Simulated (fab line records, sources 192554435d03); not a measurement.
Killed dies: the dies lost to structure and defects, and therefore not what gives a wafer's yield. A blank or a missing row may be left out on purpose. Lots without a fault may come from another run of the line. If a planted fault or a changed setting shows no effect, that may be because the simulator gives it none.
Matching of chambers / flow n5Finfet / pecvd-01 running N5_GATE_CUT_PECVD_57: 3 sister chambers
The step deposits SiNx from SiH4/NH3/N2, target thk 21 nm. 24 wafers are shown with their chamber, then 12 later ones without.

== WAFERS, EACH WITH ITS CHAMBER ==
wafer=L075.2; chamber=2; showerheadPlenumPTorr (Torr)=5.18; throttleValvePct (%)=40.8; showerheadVppV (V)=1090
wafer=L075.3; chamber=0; showerheadPlenumPTorr (Torr)=5.34; throttleValvePct (%)=44.5; showerheadVppV (V)=1091
wafer=L075.4; chamber=2; showerheadPlenumPTorr (Torr)=5.18; throttleValvePct (%)=40.7; showerheadVppV (V)=1113
wafer=L076.1; chamber=1; showerheadPlenumPTorr (Torr)=5.14; throttleValvePct (%)=40.3; showerheadVppV (V)=986
wafer=L076.3; chamber=2; showerheadPlenumPTorr (Torr)=5.18; throttleValvePct (%)=40.9; showerheadVppV (V)=1113
wafer=L076.4; chamber=0; showerheadPlenumPTorr (Torr)=5.32; throttleValvePct (%)=44.6; showerheadVppV (V)=1083
wafer=L080.1; chamber=0; showerheadPlenumPTorr (Torr)=5.33; throttleValvePct (%)=45.0; showerheadVppV (V)=1076
wafer=L080.5; chamber=0; showerheadPlenumPTorr (Torr)=5.32; throttleValvePct (%)=44.8; showerheadVppV (V)=1094
wafer=L080.6; chamber=1; showerheadPlenumPTorr (Torr)=5.14; throttleValvePct (%)=40.3; showerheadVppV (V)=998
wafer=L081.2; chamber=2; showerheadPlenumPTorr (Torr)=5.18; throttleValvePct (%)=41.2; showerheadVppV (V)=1079
wafer=L081.3; chamber=0; showerheadPlenumPTorr (Torr)=5.32; throttleValvePct (%)=45.1; showerheadVppV (V)=1088
wafer=L081.5; chamber=2; showerheadPlenumPTorr (Torr)=5.18; throttleValvePct (%)=41.2; showerheadVppV (V)=1099
wafer=L082.1; chamber=2; showerheadPlenumPTorr (Torr)=5.18; throttleValvePct (%)=41.2; showerheadVppV (V)=1087
wafer=L082.4; chamber=1; showerheadPlenumPTorr (Torr)=5.14; throttleValvePct (%)=40.6; showerheadVppV (V)=1001
wafer=L082.6; chamber=0; showerheadPlenumPTorr (Torr)=5.33; throttleValvePct (%)=44.8; showerheadVppV (V)=1081
wafer=L083.1; chamber=1; showerheadPlenumPTorr (Torr)=5.15; throttleValvePct (%)=40.5; showerheadVppV (V)=987
wafer=L083.2; chamber=2; showerheadPlenumPTorr (Torr)=5.19; throttleValvePct (%)=41.1; showerheadVppV (V)=1116
wafer=L083.5; chamber=2; showerheadPlenumPTorr (Torr)=5.19; throttleValvePct (%)=41.3; showerheadVppV (V)=1110
wafer=L084.1; chamber=0; showerheadPlenumPTorr (Torr)=5.32; throttleValvePct (%)=45.3; showerheadVppV (V)=1089
wafer=L084.2; chamber=1; showerheadPlenumPTorr (Torr)=5.15; throttleValvePct (%)=40.3; showerheadVppV (V)=989
wafer=L084.4; chamber=2; showerheadPlenumPTorr (Torr)=5.18; throttleValvePct (%)=41.0; showerheadVppV (V)=1089
wafer=L086.1; chamber=1; showerheadPlenumPTorr (Torr)=5.14; throttleValvePct (%)=40.4; showerheadVppV (V)=992
wafer=L086.3; chamber=2; showerheadPlenumPTorr (Torr)=5.19; throttleValvePct (%)=41.2; showerheadVppV (V)=1100
wafer=L086.4; chamber=2; showerheadPlenumPTorr (Torr)=5.18; throttleValvePct (%)=41.3; showerheadVppV (V)=1123

SIGNATURES (means of the wafers above)
reading=showerheadPlenumPTorr; chamber 0=5.3257; chamber 1=5.1433; chamber 2=5.1827; scatter within a chamber=0.00587
reading=throttleValvePct; chamber 0=44.871; chamber 1=40.400; chamber 2=41.082; scatter within a chamber=0.215
reading=showerheadVppV; chamber 0=1086.00; chamber 1=992.17; chamber 2=1101.73; scatter within a chamber=10.8
Rule: for each reading, subtract the chamber's mean from the wafer's reading, divide by that reading's scatter and square the result; add these up over the readings and take the root, which gives the wafer's distance from the chamber. The wafer belongs to the nearest chamber; if the next one is less than 2 further off, it can't be placed. The scatter: the root of (the sum of the squares of (reading less its chamber's mean) over the shown wafers, divided by (wafers less chambers)).

== WAFERS MISSING THEIR CHAMBER ==
wafer=L089.1; showerheadPlenumPTorr (Torr)=5.14; throttleValvePct (%)=40.4; showerheadVppV (V)=992
wafer=L089.2; showerheadPlenumPTorr (Torr)=5.32; throttleValvePct (%)=45.2; showerheadVppV (V)=1077
wafer=L089.3; showerheadPlenumPTorr (Torr)=5.17; throttleValvePct (%)=41.5; showerheadVppV (V)=1113
wafer=L089.4; showerheadPlenumPTorr (Torr)=5.20; throttleValvePct (%)=41.3; showerheadVppV (V)=1116
wafer=L089.5; showerheadPlenumPTorr (Torr)=5.14; throttleValvePct (%)=40.5; showerheadVppV (V)=1000
wafer=L089.6; showerheadPlenumPTorr (Torr)=5.33; throttleValvePct (%)=45.0; showerheadVppV (V)=1090
wafer=L095.1; showerheadPlenumPTorr (Torr)=5.14; throttleValvePct (%)=40.6; showerheadVppV (V)=985
wafer=L095.5; showerheadPlenumPTorr (Torr)=5.14; throttleValvePct (%)=40.4; showerheadVppV (V)=990
wafer=L095.6; showerheadPlenumPTorr (Torr)=5.32; throttleValvePct (%)=45.7; showerheadVppV (V)=1079
wafer=L097.1; showerheadPlenumPTorr (Torr)=5.12; throttleValvePct (%)=40.6; showerheadVppV (V)=978
wafer=L097.3; showerheadPlenumPTorr (Torr)=5.14; throttleValvePct (%)=40.4; showerheadVppV (V)=996
wafer=L097.5; showerheadPlenumPTorr (Torr)=5.32; throttleValvePct (%)=45.8; showerheadVppV (V)=1062

== WHICH CHAMBER EACH ONE RAN IN ==
wafer=L089.1; from the rows above=1; in truth=1
wafer=L089.2; from the rows above=0; in truth=0
wafer=L089.3; from the rows above=2; in truth=2
wafer=L089.4; from the rows above=2; in truth=2
wafer=L089.5; from the rows above=1; in truth=1
wafer=L089.6; from the rows above=0; in truth=0
wafer=L095.1; from the rows above=1; in truth=1
wafer=L095.5; from the rows above=1; in truth=1
wafer=L095.6; from the rows above=0; in truth=0
wafer=L097.1; from the rows above=1; in truth=1
wafer=L097.3; from the rows above=1; in truth=1
wafer=L097.5; from the rows above=0; in truth=0
Correctly placed: 12 of 12. Not placeable from these rows: 0. Wrongly placed: 0.
